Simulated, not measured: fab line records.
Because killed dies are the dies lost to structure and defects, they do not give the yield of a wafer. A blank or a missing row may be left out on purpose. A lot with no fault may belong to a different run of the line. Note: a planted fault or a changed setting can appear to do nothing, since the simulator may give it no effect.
fab line records | flow n5Finfet | part 2 of 2: steps 21 to 34 of 34
record: lots: 5 | wafers: 15 | lastDay: 17
route steps=1938 shown SD_EPI_P@296
lots that met no fault: from a run of the same line without faults
startH: the number of hours between the record's first day and the start of the first shown wafer of the lot | waitH: hours elapsed since this lot's preceding step | " as in the row above | L1.1+2: a single row standing in for several wafers | - no value present, or no start provided | * or withheld: withheld | < > ~ a bound
route shown NAME@n: NAME is a module with steps in the file, n the number in the route of the first one | usual: the fault-free wafers' mean and standard deviation | same: alike in all rows | chamber/n: place in a boat | sites: readings site by site | _std_site: how widely they spread, as a standard deviation | _edge_site: the outer-site mean with the inner-site mean subtracted | radiusMm: how far each site lies from the wafer's centre | mask NAME#n: copy n | behind: the last tool/chamber to shape the wafer | hold: cause of the lot's hold/its duration in hours/its outcome | device: whichever transistor did not switch (one of n, p or np) | end of line: tests of these same wafers at the route's end | step lacking rows: just its recipe | killed: not the wafer's yield, but the dies lost to structure and defects at the first sort | map: per-die view of a wafer (x killed, . not killed, _ where there is no die)
set.NAME: the setting as run; set.NAME@STEP: as run at that earlier step | model.NAME: the simulator's own value behind a step, which no gauge read
a table for each step, a row for each wafer; lots at some steps of the route
services: a tool's chamber out of use, with start hour (startH, from the record's first day; less than 0 if before it), hours out, and reason
== steps ==
step: N5_SD_EPI_P_STRIP_40
recipe: chemistry: N2/H2 | powerW: 1000 | tempC: 250 | h2Frac: 0.65 | overashFraction: 0.3 | pressureMtorr: withheld | n2FlowSccm: 1750 | h2FlowSccm: 3250
usual: drypumpMotorCurrentA: 5.69/0.22 | heaterPowerW: 340/53 | oesProductAu: 0.761/0.011
lot.wafer | tool           | chamber | startH | waitH | drypumpMotorCurrentA | heaterPowerW | oesProductAu | rfHoursCounterH
L074.4    | plasmaAsher-02 | 1       | 54.50  | 0.0   | 5.48                 | 327          | 0.774        | -
L074.5    | "              | 1       | "      | "     | 5.48                 | 331          | 0.761        | -
L074.6    | "              | 0       | "      | "     | 6.03                 | 424          | 0.756        | -
L076.1    | plasmaAsher-01 | 1       | 69.56  | 0.0   | 5.73                 | 285          | 0.763        | 33
L076.2    | "              | 0       | "      | "     | 5.50                 | 308          | 0.779        | 33
L076.6    | "              | 1       | "      | "     | 5.75                 | 292          | 0.751        | -
L087.2    | plasmaAsher-02 | 1       | 134.60 | 0.0   | 5.47                 | 326          | 0.760        | 99
L087.4    | "              | 1       | "      | "     | 5.48                 | 327          | 0.759        | -
L087.5    | "              | 1       | "      | "     | 5.50                 | 326          | 0.762        | -
L091.1    | plasmaAsher-02 | 1       | 157.45 | 0.0   | 5.53                 | 330          | 0.761        | 104
L091.4    | "              | 0       | "      | "     | 6.02                 | 423          | 0.762        | -
L091.6    | "              | 1       | "      | "     | 5.46                 | 332          | 0.738        | -
L094.2    | plasmaAsher-02 | 0       | 176.38 | 0.0   | 6.02                 | 424          | 0.769        | 108
L094.4    | "              | 1       | "      | "     | 5.42                 | 329          | 0.763        | -
L094.6    | "              | 1       | "      | "     | 5.43                 | 337          | 0.753        | -
step: N5_SD_EPI_P_PRECLEAN_52
recipe: chemistry: O3/DIW | timeS: 60 | tempC: 22 | o3Ppm: 10
lot.wafer  | tool        | chamber | startH | waitH
L074.4+5+6 | wetBench-01 | 4,3,2   | 54.57  | -
L076.1+2+6 | wetBench-02 | 5,6,3   | 69.65  | -
L087.2+4+5 | wetBench-02 | 0,7,2   | 134.68 | -
L091.1+4+6 | wetBench-04 | 0,5,6   | 157.54 | -
L094.2+4+6 | wetBench-01 | 2,6,7   | 176.47 | -
step: N5_SD_EPI_P_SRD_20
recipe: dry: ipaMarangoni | doPpb: 5 | timeS: 30 | tempC: 23 | rinseLiquid: diw
lot.wafer  | tool        | chamber | startH | waitH
L074.4+5+6 | wetBench-01 | 4,3,2   | 54.59  | 0.0
L076.1+2+6 | wetBench-02 | 5,6,3   | 69.66  | 0.0
L087.2+4+5 | wetBench-02 | 0,7,2   | 134.70 | 0.0
L091.1+4+6 | wetBench-04 | 0,5,6   | 157.56 | 0.0
L094.2+4+6 | wetBench-01 | 2,6,7   | 176.49 | 0.0
step: N5_SD_EPI_P_PRECLEAN_51
recipe: chemistry: NF3:NH3 | afsCycles: 1 | tempC: 30 | timeS: 20 | sublimationTempC: 180 | sublimationTimeS: 60 | pressureTorr: 3 | rfPowerW: 30
lot.wafer  | tool        | chamber | startH | waitH
L074.4+5+6 | epiRpcvd-02 | 0       | 54.73  | 0.1
L076.1+2+6 | epiRpcvd-03 | 0       | 69.72  | 0.0
L087.2+4+5 | epiRpcvd-02 | 0       | 134.79 | 0.1
L091.1+4+6 | epiRpcvd-01 | 0       | 157.61 | 0.0
L094.2+4+6 | epiRpcvd-03 | 0       | 176.57 | 0.1
step: N5_SD_EPI_P_VAPOR_ETCH_44
recipe: chemistry: NF3/Ar | target: SiGe30 | tempC: 25 | timeS: 3.3 | mode: isotropic
lot.wafer  | tool        | chamber | startH | waitH
L074.4+5+6 | epiRpcvd-02 | 0       | 54.91  | 0.1
L076.1+2+6 | epiRpcvd-03 | 0       | 69.90  | 0.1
L087.2+4+5 | epiRpcvd-02 | 0       | 135.03 | 0.2
L091.1+4+6 | epiRpcvd-01 | 0       | 157.79 | 0.1
L094.2+4+6 | epiRpcvd-03 | 0       | 176.75 | 0.1
step: N5_SD_EPI_P_EPI_21
recipe: material: SiGe:B | dopant: B | tempC: 550 | pressureTorr: 20 | ambient: H2 | timeS: 355
usual: susceptor_temp_C_max: 551.3/0.54
lot.wafer | tool        | chamber | startH | waitH | susceptor_temp_C_max
L074.4    | epiRpcvd-02 | 0       | 56.08  | 1.1   | 551.0
L074.5    | "           | 0       | "      | "     | 550.7
L074.6    | "           | 0       | "      | "     | 550.9
L076.1    | epiRpcvd-03 | 0       | 70.08  | 0.1   | 552.1
L076.2    | "           | 0       | "      | "     | 551.5
L076.6    | "           | 0       | 71.88  | 1.8   | 552.0
L087.2    | epiRpcvd-02 | 0       | 135.71 | 0.6   | 551.0
L087.4    | "           | 0       | "      | "     | 550.8
L087.5    | "           | 0       | "      | "     | 550.9
L091.1    | epiRpcvd-01 | 0       | 157.97 | 0.1   | 550.9
L091.4    | "           | 0       | 159.05 | 1.1   | 551.1
L091.6    | "           | 0       | "      | "     | 551.0
L094.2    | epiRpcvd-03 | 0       | 177.26 | 0.5   | 551.2
L094.4    | "           | 0       | "      | "     | 551.2
L094.6    | "           | 0       | "      | "     | 552.1
step: N5_SD_EPI_P_EPI_MEAS_23
recipe: mode: xrd
usual: thkNm: 60.9/1.2
lot.wafer | tool         | chamber | startH | waitH | thkNm
L074.4    | filmMetro-01 | -       | 57.20  | 0.8   | 59.6
L074.5    | "            | -       | "      | "     | 59.4
L074.6    | "            | -       | "      | "     | 61.5
L076.1    | filmMetro-02 | -       | 72.27  | 1.8   | 65.1
L076.2    | "            | -       | "      | "     | 61.5
L076.6    | "            | -       | "      | "     | 61.9
L087.2    | filmMetro-01 | -       | 138.15 | 2.0   | 60.2
L087.4    | "            | -       | "      | "     | 61.3
L087.5    | "            | -       | "      | "     | 58.9
L091.1    | filmMetro-01 | -       | 160.16 | 1.8   | 60.3
L091.4    | "            | -       | "      | "     | 58.5
L091.6    | "            | -       | "      | "     | 62.0
L094.2    | filmMetro-01 | -       | 179.10 | 1.5   | 61.3
L094.4    | "            | -       | "      | "     | 61.7
L094.6    | "            | -       | "      | "     | 61.2
step: N5_SD_EPI_P_HM_STRIP_48
recipe: chemistry: H3PO4 | tempC: 160 | material: SiNx | target: SiNx | targetDepthA: 30 | overetchFraction: 0.3
lot.wafer  | tool        | chamber | startH | waitH
L074.4+5+6 | wetBench-02 | 0,5,4   | 57.23  | 0.0
L076.1+2+6 | wetBench-02 | 1,0,7   | 72.31  | 0.0
L087.2+4+5 | wetBench-02 | 2,6,3   | 138.19 | 0.0
L091.1+4+6 | wetBench-02 | 7,3,4   | 160.20 | 0.0
L094.2+4+6 | wetBench-01 | 6,0,4   | 179.13 | 0.0
step: N5_SD_EPI_P_SRD_49
recipe: dry: ipaMarangoni | timeS: 30 | tempC: 23 | rinseLiquid: diw
lot.wafer  | tool        | chamber | startH | waitH
L074.4+5+6 | wetBench-02 | 0,5,4   | 57.28  | 0.0
L076.1+2+6 | wetBench-02 | 1,0,7   | 72.36  | 0.0
L087.2+4+5 | wetBench-02 | 2,6,3   | 138.24 | 0.0
L091.1+4+6 | wetBench-02 | 7,3,4   | 160.25 | 0.0
L094.2+4+6 | wetBench-01 | 6,0,4   | 179.18 | 0.0
step: N5_SD_EPI_P_PRECLEAN_24
recipe: chemistry: O3/DIW | timeS: 45 | tempC: 22 | o3Ppm: 10
lot.wafer  | tool        | chamber | startH | waitH
L074.4+5+6 | wetBench-02 | 0,5,4   | 57.30  | 0.0
L076.1+2+6 | wetBench-02 | 1,0,7   | 72.38  | 0.0
L087.2+4+5 | wetBench-02 | 2,6,3   | 138.26 | 0.0
L091.1+4+6 | wetBench-02 | 7,3,4   | 160.27 | 0.0
L094.2+4+6 | wetBench-01 | 6,0,4   | 179.20 | 0.0
step: N5_SD_EPI_P_PRECLEAN_32
recipe: chemistry: dHF | timeS: 10 | dilution: 500:1 | tempC: 25
lot.wafer  | tool        | chamber | startH | waitH
L074.4+5+6 | wetBench-02 | 0,5,4   | 57.31  | 0.0
L076.1+2+6 | wetBench-02 | 1,0,7   | 72.39  | 0.0
L087.2+4+5 | wetBench-02 | 2,6,3   | 138.27 | 0.0
L091.1+4+6 | wetBench-02 | 7,3,4   | 160.28 | 0.0
L094.2+4+6 | wetBench-01 | 6,0,4   | 179.21 | 0.0
step: N5_SD_EPI_P_PRECLEAN_33
recipe: chemistry: SC2 | timeS: 45 | tempC: 35 | mix: 1:1:50
lot.wafer  | tool        | chamber | startH | waitH
L074.4+5+6 | wetBench-02 | 0,5,4   | 57.32  | 0.0
L076.1+2+6 | wetBench-02 | 1,0,7   | 72.40  | 0.0
L087.2+4+5 | wetBench-02 | 2,6,3   | 138.27 | 0.0
L091.1+4+6 | wetBench-02 | 7,3,4   | 160.29 | 0.0
L094.2+4+6 | wetBench-01 | 6,0,4   | 179.22 | 0.0
step: N5_SD_EPI_P_SRD_25
recipe: timeS: 30 | tempC: 23 | rinseLiquid: diw | dry: ipaMarangoni
lot.wafer  | tool        | chamber | startH | waitH
L074.4+5+6 | wetBench-02 | 0,5,4   | 57.33  | 0.0
L076.1+2+6 | wetBench-02 | 1,0,7   | 72.41  | 0.0
L087.2+4+5 | wetBench-02 | 2,6,3   | 138.28 | 0.0
L091.1+4+6 | wetBench-02 | 7,3,4   | 160.30 | 0.0
L094.2+4+6 | wetBench-01 | 6,0,4   | 179.23 | 0.0
step: N5_SD_EPI_P_INSPECT_26
recipe: inspectInstrument: darkfield | mode: postEpi
usual: rawDefectCount: 175/35
lot.wafer | tool             | chamber | startH | waitH | rawDefectCount
L074.4    | defectInspect-01 | -       | 57.37  | 0.0   | 184
L074.5    | "                | -       | "      | "     | 126
L074.6    | "                | -       | "      | "     | 202
L076.1    | defectInspect-02 | -       | 72.45  | 0.0   | 131
L076.2    | "                | -       | "      | "     | 112
L076.6    | "                | -       | "      | "     | 177
L087.2    | defectInspect-01 | -       | 138.32 | 0.0   | 128
L087.4    | "                | -       | "      | "     | 115
L087.5    | "                | -       | "      | "     | 138
L091.1    | defectInspect-02 | -       | 160.34 | 0.0   | 200
L091.4    | "                | -       | "      | "     | 188
L091.6    | "                | -       | "      | "     | 190
L094.2    | defectInspect-01 | -       | 179.27 | 0.0   | 252
L094.4    | "                | -       | "      | "     | 195
L094.6    | "                | -       | "      | "     | 219
== services ==
tool           | chamber | startH | hours | kind
arfiScanner-02 | -       | 37.54  | 0.3   | repair
rieDiel-06     | 3       | 38.09  | 5.0   | repair
plasmaAsher-02 | -       | 39.89  | 3.0   | repair
epiRpcvd-03    | -       | 45.49  | 6.0   | pm
arfiScanner-01 | -       | 46.04  | 1.0   | pm
arfiScanner-02 | -       | 53.99  | 0.6   | repair
arfiScanner-01 | -       | 59.05  | 1.0   | pm
rieDiel-01     | 2       | 59.15  | 2.7   | repair
arfiScanner-01 | -       | 60.05  | 0.8   | pm
arfiScanner-01 | -       | 74.12  | 0.8   | pm
rieDiel-06     | -       | 75.90  | 0.5   | repair
arfiScanner-01 | -       | 80.65  | 1.3   | pm
rieDiel-01     | 3       | 83.26  | 8.8   | repair
rieSi-05       | -       | 84.15  | 14.6  | pm
arfiScanner-02 | -       | 87.45  | 1.3   | pm
arfiScanner-01 | -       | 91.81  | 1.2   | repair
plasmaAsher-02 | -       | 94.49  | 0.5   | repair
rieDiel-06     | 0       | 101.16 | 4.5   | repair
epiRpcvd-02    | -       | 108.25 | 2.0   | repair
arfiScanner-02 | -       | 109.78 | 1.0   | pm
plasmaAsher-02 | -       | 115.07 | 5.4   | repair
rieDiel-01     | 3       | 123.80 | 3.1   | repair
epiRpcvd-01    | -       | 141.71 | 6.0   | pm
epiRpcvd-01    | -       | 160.46 | 2.8   | pm
